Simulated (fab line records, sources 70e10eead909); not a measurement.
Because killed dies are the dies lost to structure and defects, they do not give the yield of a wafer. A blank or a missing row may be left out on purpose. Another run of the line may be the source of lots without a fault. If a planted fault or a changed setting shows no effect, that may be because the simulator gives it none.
fab line records -- flow nandHarc
[record] lots = 7, wafers = 21, lastDay = 24
route steps=1159 shown P_ZERO_WELL@37 END@1159
lots that met no fault: from a run of the same line without faults
startH: hours from the record's opening day to when the first of the lot's shown wafers began -- waitH: hours from the lot's prior step to this one -- " as in the row above -- L1.1+2: a row that stands for several wafers -- - either no value or no given start -- * or withheld: withheld -- < > ~ a bound
route shown NAME@n: names a module that has steps shown in the file, with the first one's number in the route -- usual: average and standard deviation across the fault-free wafers -- same: alike in all rows -- chamber/n: place in a boat -- sites: each site's reading -- _std_site: standard deviation of those values -- _edge_site: outer sites' mean less inner sites' -- radiusMm: for every site, how far away it sits from the centre of the wafer -- mask NAME#n: copy n -- behind: tool/chamber where the wafer was last shaped -- hold: why the lot was held/for how many hours/how that ended -- device: names the non-switching transistor (n, p or np) -- end of line: the same wafers' tests at the end of the route -- a step given without rows: its recipe and nothing more -- killed: at the first sort, the dies lost to defects and structure; wafer yield is something else -- map: dies across one wafer; x = killed, . = not, _ = none there
set.NAME: the setting the step ran with; set.NAME@STEP: the setting that earlier step ran with -- model.NAME: the simulator's own value behind a step, which no gauge read
lots at some steps of the route; a table a step, a row a wafer
services: a tool's chamber out of use, with start hour (startH, from the record's first day; less than 0 if before it), hours out, and reason
[[steps]]
[step NHARC_P_ZERO_WELL_HMDS_30]
[recipe] timeS = 30
[step NHARC_P_ZERO_WELL_COAT_31]
[recipe] spinRpm = withheld
[step NHARC_P_ZERO_WELL_SOFTBAKE_32]
[recipe] tempC = 122, timeS = 95
[step NHARC_P_ZERO_WELL_EBR_33]
[step NHARC_P_ZERO_WELL_EXPOSE_34]
[recipe] na = 0.6, targetCdNm = 720, doseMj = 22.31, maskId = P_PWELL
[step NHARC_P_ZERO_WELL_PEB_35]
[recipe] pebTempC = 118, pebTimeS = 85
[step NHARC_P_ZERO_WELL_DEVELOP_36]
[recipe] timeS = 70
[step NHARC_P_ZERO_WELL_CD_MEAS_37]
[recipe] targetCdNm = 720, landingEnergyEv = 500
[usual] cdNm = 720.3/1.8
lot.wafer,tool,chamber,startH,waitH,cdNm
L992.1,cdSem-01,0,27.99,-,720.9
L992.4,cdSem-01,0,27.99,-,719.6
L992.5,cdSem-01,0,27.99,-,720.3
L996.1,cdSem-03,0,51.97,-,723.1
L996.3,cdSem-03,0,51.97,-,719.4
L996.4,cdSem-03,0,51.97,-,719.7
L103.2,cdSem-01,0,94.35,-,722.2
L103.4,cdSem-01,0,94.35,-,722.0
L103.5,cdSem-01,0,94.35,-,722.1
L104.1,cdSem-01,0,99.85,-,720.4
L104.3,cdSem-01,0,99.85,-,722.2
L104.4,cdSem-01,0,99.85,-,718.7
L105.3,cdSem-02,0,106.23,-,721.5
L105.4,cdSem-02,0,106.23,-,720.3
L105.5,cdSem-02,0,106.23,-,721.2
L109.1,cdSem-02,0,130.23,-,720.9
L109.4,cdSem-02,0,130.23,-,720.6
L109.6,cdSem-02,0,130.23,-,717.0
L112.1,cdSem-03,0,148.14,-,721.8
L112.2,cdSem-03,0,148.14,-,718.2
L112.4,cdSem-03,0,148.14,-,719.8
[step NHARC_P_ZERO_WELL_HARDBAKE_38]
[recipe] tempC = 125, timeS = 80
[step NHARC_P_ZERO_WELL_DESCUM_39]
[recipe] timeS = 3, o2FlowSccm = 200, arFlowSccm = 0, biasPowerW = 0, chemistry = O2
[usual] drypumpMotorCurrentA = 5.7/0.45, oesProductAu = 0.998/0.0097, rfVppV = 57.9/0.86, showerheadPlenumPTorr = 1.92/0.078, throttleValvePct = 11.311/0.009
lot.wafer,tool,chamber,startH,waitH,drypumpMotorCurrentA,oesProductAu,rfHoursCounterH,rfVppV,showerheadPlenumPTorr,throttleValvePct
L992.4,rieDiel-09,1,28.15,-,5.1,0.996,6,58.1,1.99,11.318
L992.1,rieDiel-09,3,28.15,-,6.2,1.005,6,57.2,1.86,11.323
L992.5,rieDiel-09,2,28.15,-,6.4,0.993,-,58.4,1.81,11.320
L996.3,rieDiel-02,1,52.13,-,5.0,1.003,6,58.2,2.05,11.330
L996.1,rieDiel-02,2,52.13,-,5.9,1.018,6,56.8,1.91,11.318
L996.4,rieDiel-02,0,52.13,-,5.6,1.005,3,57.5,1.87,11.320
L103.4,rieDiel-09,2,94.53,-,6.4,0.998,0,58.9,1.81,11.309
L103.2,rieDiel-09,0,94.53,-,5.2,1.000,0,57.3,1.84,11.307
L103.5,rieDiel-09,3,94.53,-,6.2,0.990,-,56.3,1.86,11.316
L104.3,rieDiel-09,2,100.01,-,6.4,1.009,1,57.4,1.81,11.296
L104.1,rieDiel-09,3,100.01,-,6.2,1.007,1,57.1,1.86,11.310
L104.4,rieDiel-09,0,100.01,-,5.2,0.993,1,55.6,1.84,11.323
L105.3,rieDiel-02,1,106.39,-,5.0,0.990,9,58.7,2.05,11.324
L105.4,rieDiel-02,0,106.39,-,5.6,1.003,6,57.9,1.87,11.296
L105.5,rieDiel-02,1,106.39,-,5.0,0.982,-,58.7,2.05,11.320
L109.1,rieDiel-10,2,130.41,-,5.8,1.004,8,59.4,1.85,11.311
L109.4,rieDiel-10,0,130.41,-,6.1,0.997,9,57.6,1.96,11.314
L109.6,rieDiel-10,2,130.41,-,5.7,1.005,-,57.4,1.85,11.319
L112.2,rieDiel-02,0,148.30,-,5.6,0.991,10,57.4,1.87,11.313
L112.4,rieDiel-02,2,148.30,-,5.9,0.996,12,58.2,1.91,11.291
L112.1,rieDiel-02,3,148.30,-,6.0,0.983,11,58.8,1.91,11.310
[step NHARC_P_ZERO_WELL_IMPLANT_40]
[recipe] energyKev = 300, doseCm2 = 1e+13, tiltDeg = 7
[step NHARC_P_ZERO_WELL_IMPLANT_59]
[recipe] energyKev = 120, doseCm2 = 5e+12, tiltDeg = 7
[step NHARC_P_ZERO_WELL_IMPLANT_60]
[recipe] energyKev = 30, doseCm2 = 2e+12, tiltDeg = 7
[usual] beamEnergyKeV = 30.000/0.0085, beamOnS = 10.00/0.21, doseIonsCm2 = 1.9996e+12/2.5e+09
lot.wafer,tool,chamber,startH,waitH,beamEnergyKeV,beamOnS,doseIonsCm2
L992.1,implanter-01,0,28.66,0.1,29.998,10.17,1.9969e+12
L992.4,implanter-01,0,28.66,0.1,29.976,10.25,1.9987e+12
L992.5,implanter-01,0,28.66,0.1,30.000,10.17,1.9982e+12
L996.1,implanter-01,0,52.64,0.2,30.000,9.75,1.9993e+12
L996.3,implanter-01,0,52.64,0.2,30.000,10.42,2.0042e+12
L996.4,implanter-01,0,52.64,0.2,30.003,9.85,1.9973e+12
L103.2,implanter-01,-,95.14,0.2,-,-,-
L103.4,implanter-01,-,95.14,0.2,-,-,-
L103.5,implanter-01,-,95.14,0.2,-,-,-
L104.1,implanter-01,-,100.52,0.2,-,-,-
L104.3,implanter-01,-,100.52,0.2,-,-,-
L104.4,implanter-01,-,100.52,0.2,-,-,-
L105.3,implanter-02,-,106.95,0.1,-,-,-
L105.4,implanter-02,-,106.95,0.1,-,-,-
L105.5,implanter-02,-,106.95,0.1,-,-,-
L109.1,implanter-01,0,130.91,0.1,29.993,10.09,1.9982e+12
L109.4,implanter-01,0,130.91,0.1,29.997,9.88,1.9967e+12
L109.6,implanter-01,0,130.91,0.1,30.000,10.39,1.9974e+12
L112.1,implanter-02,0,148.81,0.2,30.010,9.75,2.0002e+12
L112.2,implanter-02,0,148.81,0.2,29.994,10.01,2.0015e+12
L112.4,implanter-02,0,148.81,0.2,29.995,9.84,2.0007e+12
[step NHARC_P_ZERO_WELL_STRIP_41]
[recipe] timeS = 840, tempC = 130, chemistry = SPM
[step NHARC_END_SORT_01]
[recipe] tempC = 25
[usual] killedAtArray = 21/8.9, killedAtOther = 0.8/1.3, killedAtPeriphery = 3.6/2.4, killedDies = 26/8.9, killedOpen = 3.1/1.8, killedShort = 1.9/1.3
[same] grossDies = 677
lot.wafer,tool,chamber,startH,waitH,hold,killedAtArray,killedAtOther,killedAtPeriphery,killedDies,killedOpen,killedShort
L996.1,prober-01,0,454.05,2.5,-,15,0,7,22,3,1
L996.3,prober-01,0,455.68,3.1,-,18,0,4,22,5,1
L996.4,prober-01,0,456.49,3.4,-,20,0,1,21,1,3
L104.1,prober-01,0,515.71,2.5,awaitDispo/4.7h/scrap,13,0,664,677,1,3
L104.3,prober-01,0,517.32,3.1,awaitDispo/4.7h/scrap,12,1,664,677,1,3
L104.4,prober-01,0,518.13,3.4,awaitDispo/4.7h/scrap,15,1,661,677,1,1
L103.2,prober-01,0,524.34,2.8,awaitDispo/9.5h/scrap,35,0,642,677,6,1
L103.4,prober-01,0,525.94,3.4,awaitDispo/9.5h/scrap,28,1,648,677,5,3
L103.5,prober-01,0,526.74,3.7,awaitDispo/9.5h/scrap,27,0,650,677,2,0
L105.3,prober-01,0,537.10,3.1,awaitDispo/6.4h/scrap,26,1,650,677,5,1
L105.4,prober-01,0,537.89,3.4,awaitDispo/6.4h/scrap,21,0,656,677,3,3
L105.5,prober-01,0,538.69,3.7,awaitDispo/6.4h/scrap,27,0,650,677,1,0
L109.1,prober-02,0,558.79,2.5,-,15,0,2,17,6,0
L109.4,prober-02,0,561.18,3.4,-,21,0,2,23,4,2
L109.6,prober-02,0,562.77,4.0,-,19,0,3,22,4,4
// killed by level:class
L996.1 A_CONTACT:chamberFilmFlake=4 P_M1:chamberFilmFlake=3 A_STAIRCASE:chamberFilmFlake=3 P_ZERO_WELL:chamberFilmFlake=2 A_CHANNEL_HOLE_D1:chamberFilmFlake=2 A_SLIT:chamberFilmFlake=2 P_M0:geometricParticle:open=1 A_ONON_D1:geometricParticle:open=1
L996.3 A_SLIT:chamberFilmFlake=6 A_STAIRCASE:chamberFilmFlake=3 A_CONTACT:geometricParticle:open=2 P_M1:chamberFilmFlake=2 A_CHANNEL_HOLE_D1:chamberFilmFlake=2 A_CONTACT:chamberFilmFlake=2 P_CONTACT:geometricParticle:open=1 A_ONON_D1:geometricParticle:short=1
L996.4 A_SLIT:chamberFilmFlake=9 A_STAIRCASE:chamberFilmFlake=3 A_CONTACT:chamberFilmFlake=3 A_CHANNEL_FILL_D1:geometricParticle:short=2 A_ONON_D1:geometricParticle:open=1 A_CHANNEL_HOLE_D1:geometricParticle:short=1 P_ZERO_WELL:chamberFilmFlake=1 A_CHANNEL_HOLE_D1:chamberFilmFlake=1
L104.1 P_ZERO_WELL:areaImplant=662 A_CHANNEL_HOLE_D1:chamberFilmFlake=6 A_CONTACT:chamberFilmFlake=4 P_M0:geometricParticle:short=1 A_ONON_D1:geometricParticle:short=1 A_CONTACT:geometricParticle:short=1 A_CONTACT:geometricParticle:open=1 P_ZERO_WELL:chamberFilmFlake=1
L104.3 P_ZERO_WELL:areaImplant=653 P_M2:chamberFilmFlake=8 A_CONTACT:chamberFilmFlake=4 P_ZERO_WELL:chamberFilmFlake=2 A_CHANNEL_HOLE_D1:chamberFilmFlake=2 P_M0:geometricParticle:short=1 A_SGD_CUT:geometricParticle:short=1 A_SGD_CUT:geometricParticle:open=1
L104.4 P_ZERO_WELL:areaImplant=657 A_CONTACT:chamberFilmFlake=6 A_CHANNEL_HOLE_D1:chamberFilmFlake=4 P_M2:chamberFilmFlake=3 A_WL_FILL:chamberFilmFlake=2 P_CONTACT:geometricParticle:short=1 A_CONTACT:geometricParticle:open=1 A_ZERO_WELL:chamberFilmFlake=1
L103.2 P_ZERO_WELL:areaImplant=634 A_CHANNEL_HOLE_D1:chamberFilmFlake=24 P_ZERO_WELL:chamberFilmFlake=5 A_M0:geometricParticle:open=3 A_SLIT:chamberFilmFlake=3 A_CONTACT:chamberFilmFlake=3 P_CONTACT:geometricParticle:open=1 P_M0:geometricParticle:open=1
L103.4 P_ZERO_WELL:areaImplant=640 A_CHANNEL_HOLE_D1:chamberFilmFlake=18 A_SLIT:chamberFilmFlake=6 P_ZERO_WELL:chamberFilmFlake=3 P_CONTACT:geometricParticle:open=1 P_M0:geometricParticle:open=1 P_M2:geometricParticle:short=1 A_ONON_D1:geometricParticle:open=1
L103.5 P_ZERO_WELL:areaImplant=648 A_CHANNEL_HOLE_D1:chamberFilmFlake=16 A_SLIT:chamberFilmFlake=5 A_CONTACT:chamberFilmFlake=3 P_ZERO_WELL:chamberFilmFlake=2 A_CONTACT:geometricParticle:open=1 A_M0:geometricParticle:open=1 A_WL_FILL:chamberFilmFlake=1
L105.3 P_ZERO_WELL:areaImplant=647 A_CHANNEL_HOLE_D1:chamberFilmFlake=16 A_STAIRCASE:chamberFilmFlake=4 A_CONTACT:geometricParticle:open=2 P_STI:geometricParticle:open=1 A_CONTACT:geometricParticle:short=1 A_M0:geometricParticle:open=1 A_M1:geometricParticle:open=1
L105.4 P_ZERO_WELL:areaImplant=650 A_CHANNEL_HOLE_D1:chamberFilmFlake=15 P_ZERO_WELL:chamberFilmFlake=3 P_CONTACT:geometricParticle:open=1 P_M2:geometricParticle:open=1 A_CHANNEL_HOLE_D1:geometricParticle:short=1 A_CHANNEL_FILL_D1:geometricParticle:open=1 A_CHANNEL_FILL_D1:geometricParticle:short=1
L105.5 P_ZERO_WELL:areaImplant=648 A_CHANNEL_HOLE_D1:chamberFilmFlake=19 A_STAIRCASE:chamberFilmFlake=4 A_CONTACT:chamberFilmFlake=2 A_BLC:geometricParticle:open=1 P_ZERO_WELL:chamberFilmFlake=1 P_M0:chamberFilmFlake=1 A_BLC:chamberFilmFlake=1
L109.1 A_SLIT:chamberFilmFlake=5 A_CHANNEL_HOLE_D1:chamberFilmFlake=3 A_CONTACT:geometricParticle:open=2 P_GATE:chamberFilmFlake=2 A_ONON_D1:geometricParticle:open=1 A_CHANNEL_FILL_D1:geometricParticle:open=1 A_WL_FILL:geometricParticle:open=1 A_BLC:geometricParticle:open=1
L109.4 A_SLIT:chamberFilmFlake=8 A_STAIRCASE:chamberFilmFlake=4 A_CONTACT:geometricParticle:open=2 A_CHANNEL_HOLE_D1:chamberFilmFlake=2 P_M2:geometricParticle:open=1 A_SGD_CUT:geometricParticle:open=1 A_SLIT:geometricParticle:short=1 A_CONTACT:geometricParticle:short=1
L109.6 A_SLIT:chamberFilmFlake=7 A_CHANNEL_HOLE_D1:chamberFilmFlake=3 P_GATE:chamberFilmFlake=2 A_BLC:geometricParticle:open=2 P_M0:geometricParticle:short=1 A_SOURCE_PLATE:geometricParticle:open=1 A_ONON_D1:geometricParticle:short=1 A_CHANNEL_FILL_D1:geometricParticle:short=1
// map L103.2 (x killed, . not)
____________x____________
_________xxxxxxx_________
_______xxxxxxxxxxx_______
______xxxxxxxxxxxxx______
_____xxxxxxxxxxxxxxx_____
____xxxxxxxxxxxxxxxxx____
____xxxxxxxxxxxxxxxxx____
___xxxxxxxxxxxxxxxxxxx___
___xxxxxxxxxxxxxxxxxxx___
__xxxxxxxxxxxxxxxxxxxxx__
__xxxxxxxxxxxxxxxxxxxxx__
_xxxxxxxxxxxxxxxxxxxxxxx_
_xxxxxxxxxxxxxxxxxxxxxxx_
_xxxxxxxxxxxxxxxxxxxxxxx_
_xxxxxxxxxxxxxxxxxxxxxxx_
_xxxxxxxxxxxxxxxxxxxxxxx_
xxxxxxxxxxxxxxxxxxxxxxxxx
xxxxxxxxxxxxxxxxxxxxxxxxx
xxxxxxxxxxxxxxxxxxxxxxxxx
xxxxxxxxxxxxxxxxxxxxxxxxx
xxxxxxxxxxxxxxxxxxxxxxxxx
_xxxxxxxxxxxxxxxxxxxxxxx_
_xxxxxxxxxxxxxxxxxxxxxxx_
_xxxxxxxxxxxxxxxxxxxxxxx_
_xxxxxxxxxxxxxxxxxxxxxxx_
_xxxxxxxxxxxxxxxxxxxxxxx_
__xxxxxxxxxxxxxxxxxxxxx__
__xxxxxxxxxxxxxxxxxxxxx__
___xxxxxxxxxxxxxxxxxxx___
___xxxxxxxxxxxxxxxxxxx___
____xxxxxxxxxxxxxxxxx____
____xxxxxxxxxxxxxxxxx____
_____xxxxxxxxxxxxxxx_____
______xxxxxxxxxxxxx______
_______xxxxxxxxxxx_______
_________xxxxxxx_________
____________x____________
// map L104.1 (x killed, . not)
____________x____________
_________xxxxxxx_________
_______xxxxxxxxxxx_______
______xxxxxxxxxxxxx______
_____xxxxxxxxxxxxxxx_____
____xxxxxxxxxxxxxxxxx____
____xxxxxxxxxxxxxxxxx____
___xxxxxxxxxxxxxxxxxxx___
___xxxxxxxxxxxxxxxxxxx___
__xxxxxxxxxxxxxxxxxxxxx__
__xxxxxxxxxxxxxxxxxxxxx__
_xxxxxxxxxxxxxxxxxxxxxxx_
_xxxxxxxxxxxxxxxxxxxxxxx_
_xxxxxxxxxxxxxxxxxxxxxxx_
_xxxxxxxxxxxxxxxxxxxxxxx_
_xxxxxxxxxxxxxxxxxxxxxxx_
xxxxxxxxxxxxxxxxxxxxxxxxx
xxxxxxxxxxxxxxxxxxxxxxxxx
xxxxxxxxxxxxxxxxxxxxxxxxx
xxxxxxxxxxxxxxxxxxxxxxxxx
xxxxxxxxxxxxxxxxxxxxxxxxx
_xxxxxxxxxxxxxxxxxxxxxxx_
_xxxxxxxxxxxxxxxxxxxxxxx_
_xxxxxxxxxxxxxxxxxxxxxxx_
_xxxxxxxxxxxxxxxxxxxxxxx_
_xxxxxxxxxxxxxxxxxxxxxxx_
__xxxxxxxxxxxxxxxxxxxxx__
__xxxxxxxxxxxxxxxxxxxxx__
___xxxxxxxxxxxxxxxxxxx___
___xxxxxxxxxxxxxxxxxxx___
____xxxxxxxxxxxxxxxxx____
____xxxxxxxxxxxxxxxxx____
_____xxxxxxxxxxxxxxx_____
______xxxxxxxxxxxxx______
_______xxxxxxxxxxx_______
_________xxxxxxx_________
____________x____________
[[services]]
tool,chamber,startH,hours,kind
rieDiel-02,0,7.29,-,clean
rieDiel-02,1,7.29,-,clean
rieDiel-02,2,7.29,-,clean
rieDiel-02,3,7.29,-,clean
rieDiel-09,0,7.30,-,clean
rieDiel-09,1,7.30,-,clean
rieDiel-09,2,7.30,-,clean
rieDiel-09,3,7.30,-,clean
implanter-01,-,21.36,5.9,repair
rieDiel-09,0,31.83,-,clean
rieDiel-09,1,31.83,-,clean
rieDiel-09,2,31.83,-,clean
rieDiel-09,3,31.83,-,clean
rieDiel-02,0,31.86,-,clean
rieDiel-02,1,31.86,-,clean
rieDiel-02,2,31.86,-,clean
rieDiel-02,3,31.86,-,clean
rieDiel-09,0,56.33,-,clean
rieDiel-09,1,56.33,-,clean
rieDiel-09,-,77.10,9.0,pm
implanter-02,-,85.00,13.0,pm
rieDiel-09,-,89.61,0.9,repair
rieDiel-10,0,103.08,4.1,repair
rieDiel-10,3,145.65,39.6,repair
[[key]]
[firstSign] step = NHARC_P_ZERO_WELL_IMPLANT_60, reading = toolRecord, direction = missing
[effect] step = NHARC_END_SORT_01, reading = killedAtPeriphery, direction = up, sigmas = 99+, usual = 3.6, struck = 653.9
[moreKillsBornAt] NHARC_P_ZERO_WELL_IMPLANT_60@implanter-01 = 3894, NHARC_P_ZERO_WELL_IMPLANT_60@implanter-02 = 1945
metAt NHARC_P_ZERO_WELL_IMPLANT_60
struckWafers L103.2,L103.4,L103.5,L104.1,L104.3,L104.4,L105.3,L105.4,L105.5
laterRowsLeftOut L103.2,L103.4,L103.5,L104.1,L104.3,L104.4,L105.3,L105.4,L105.5
testerLeftOut L103,L104,L105
onsetBetween 52.64 95.14
[fault] kind = skippedStepWhole, tool = implanter-01,implanter-02, chamber = -, onsetH = 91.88, steps = NHARC_P_ZERO_WELL_IMPLANT_60, scope = struckLotsOnly
// testerLeftOut: of these lots the tester's yield and bins aren't shown, on N5 and GAA mostly nor the transistor test; their killed dies are dies lost to structure and defects alone, not to doping, threshold or leakage, so they don't give the yield
// laterRowsLeftOut: the simulator's readings of these wafers behind a module that went badly wrong aren't trusted and aren't shown, but for the sort
